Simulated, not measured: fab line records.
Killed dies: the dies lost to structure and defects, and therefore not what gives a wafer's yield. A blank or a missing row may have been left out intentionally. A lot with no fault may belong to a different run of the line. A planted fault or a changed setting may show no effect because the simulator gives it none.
Chamber matching :: flow n5_finfet :: 4 sister chambers for N5_SD_EPI_P_ETCH_37 on rie_diel-06
The step etches SOC in N2/H2, overetch 108 nm, time 486 s. 4 wafers are shown with their chamber, then 12 later ones without.

== WAFERS, EACH WITH ITS CHAMBER ==
wafer: L089.6
chamber: 1
throttle_valve_pct (%): 24.7

wafer: L094.4
chamber: 0
throttle_valve_pct (%): 24.2

wafer: L094.5
chamber: 2
throttle_valve_pct (%): 24.0

wafer: L094.6
chamber: 3
throttle_valve_pct (%): 23.8

== WAFERS MISSING THEIR CHAMBER ==
wafer: L095.1
throttle_valve_pct (%): 24.7

wafer: L095.4
throttle_valve_pct (%): 24.0

wafer: L095.6
throttle_valve_pct (%): 24.2

wafer: L096.1
throttle_valve_pct (%): 24.3

wafer: L096.2
throttle_valve_pct (%): 24.0

wafer: L096.3
throttle_valve_pct (%): 23.8

wafer: L096.4
throttle_valve_pct (%): 24.7

wafer: L096.5
throttle_valve_pct (%): 24.1

wafer: L096.6
throttle_valve_pct (%): 23.8

wafer: L097.3
throttle_valve_pct (%): 23.8

wafer: L097.5
throttle_valve_pct (%): 24.0

wafer: L097.6
throttle_valve_pct (%): 23.8

== WHICH CHAMBER EACH ONE RAN IN ==
wafer: L095.1
from the rows above: 1
in truth: 1

wafer: L095.4
from the rows above: 2
in truth: 2

wafer: L095.6
from the rows above: 0
in truth: 0

wafer: L096.1
from the rows above: 0
in truth: 0

wafer: L096.2
from the rows above: 2
in truth: 2

wafer: L096.3
from the rows above: 3
in truth: 3

wafer: L096.4
from the rows above: 1
in truth: 1

wafer: L096.5
from the rows above: can't be placed: 0 or 2
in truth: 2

wafer: L096.6
from the rows above: 3
in truth: 3

wafer: L097.3
from the rows above: 3
in truth: 3

wafer: L097.5
from the rows above: 2
in truth: 2

wafer: L097.6
from the rows above: 3
in truth: 3
Placed correctly: 11 of 12. From these rows, 1 cannot be placed; in 1 the true chamber is one of the candidates. Placed wrongly: 0.
How it was worked out, from the rows above alone: a wafer's distance from a chamber is the root of the sum, over the readings, of the square of ((its reading less the chamber's mean) divided by the reading's scatter). If the next closest chamber is less than 2 further off than the closest, the wafer can't be placed; otherwise it belongs to the closest. A chamber's mean is the mean of its shown wafers. The scatter: with one shown wafer a chamber, the root of the mean of the squares of how far each hidden wafer lies from its nearest shown one.
